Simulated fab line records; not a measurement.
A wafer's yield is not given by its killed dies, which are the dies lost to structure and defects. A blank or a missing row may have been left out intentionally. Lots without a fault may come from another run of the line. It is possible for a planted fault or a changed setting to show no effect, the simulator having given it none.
Which tool did it? ; flow nand harc ; 6 lots, 18 wafers sampled, at 5 steps of a route of 1302

## WHAT THE GAUGES READ, wafer by wafer
NHARC_END_SORT_01.
lot;measured;on;killed at other
L289;day 24 15:25;prober-02;4 3 7
L300;day 29 12:00;prober-02;0 0 0
L303;day 30 19:30;prober-02;0 0 0
L310;day 33 09:45;prober-01;2 0 2

## EACH LOT AND THE TOOL THAT RAN IT (in order: tool; ch and the chambers of the sampled wafers; start)
lot;NHARC_A_BLC_CVD_24;NHARC_THIN_TSV_ETCH_15;NHARC_THIN_TSV_DEP_47;NHARC_THIN_TSV_ETCH_36
L289;cvd w-02 ch 1, day 22 23:26;rie si-03 ch 1,2,3, day 24 01:17;pecvd-01 ch 0,1,2, day 24 02:20;rie metal-03 ch 0,1, day 24 06:52
L292;cvd w-02 ch 0,1, day 23 19:48;rie si-04 ch 0,1,3, day 25 00:50;pecvd-02 ch 0,1,2, day 25 02:16;rie metal-03 ch 0,1, day 25 07:17
L300;cvd w-01 ch 0,1, day 27 17:01;rie si-04 ch 0,1,3, day 28 21:53;pecvd-01 ch 0,2, day 28 22:56;rie metal-03 ch 0,1, day 29 03:28
L303;cvd w-02 ch 0,1, day 28 20:23;rie si-03 ch 0,1,3, day 30 02:02;pecvd-03 ch 0,2, day 30 03:16;rie metal-01 ch 0,1, day 30 07:55
L307;cvd w-01 ch 0,1, day 30 19:04;rie si-03 ch 0,1, day 32 03:31;pecvd-01 ch 0,1,2, day 32 04:35;rie metal-02 ch 1, day 32 09:50
L310;cvd w-02 ch 1, day 31 17:43;rie si-03 ch 1,2,3, day 32 20:46;pecvd-03 ch 0,2, day 32 21:55;rie metal-01 ch 0,1, day 33 02:43
- NHARC_A_BLC_CVD_24: deposits W, target thk 150 nm, time 434 s.
- NHARC_THIN_TSV_ETCH_15: target depth 3000 nm, bosch target overetch cycles 2, bosch etch step 2.8 s.
- NHARC_THIN_TSV_DEP_47: deposits SiO2, target thk 200 nm.
- NHARC_THIN_TSV_ETCH_36: etches the open film in Cl2/BCl3, target depth 65 nm, time 18.571 s.

## THE ANSWER, worked out from the rows above alone
Rule: usual is defined by the lots themselves. Put in order of their means at a reading, lots are off if they are a third of the lots or fewer, leave a main group of 4 or more, and stand apart from it by a gap of 3 or more times the standard deviation of the main group's means; of several such gaps the widest counts. Not used: any main group whose means are identical at the precision the tables above print for the reading. Also off: a lot with no number at a reading for which 4 or more lots have one. Any other lot the step has rows for is counted as sound.
No lot is off at any reading shown: from this, nothing can be told.

## WHAT WAS PUT IN BY THE SIMULATOR
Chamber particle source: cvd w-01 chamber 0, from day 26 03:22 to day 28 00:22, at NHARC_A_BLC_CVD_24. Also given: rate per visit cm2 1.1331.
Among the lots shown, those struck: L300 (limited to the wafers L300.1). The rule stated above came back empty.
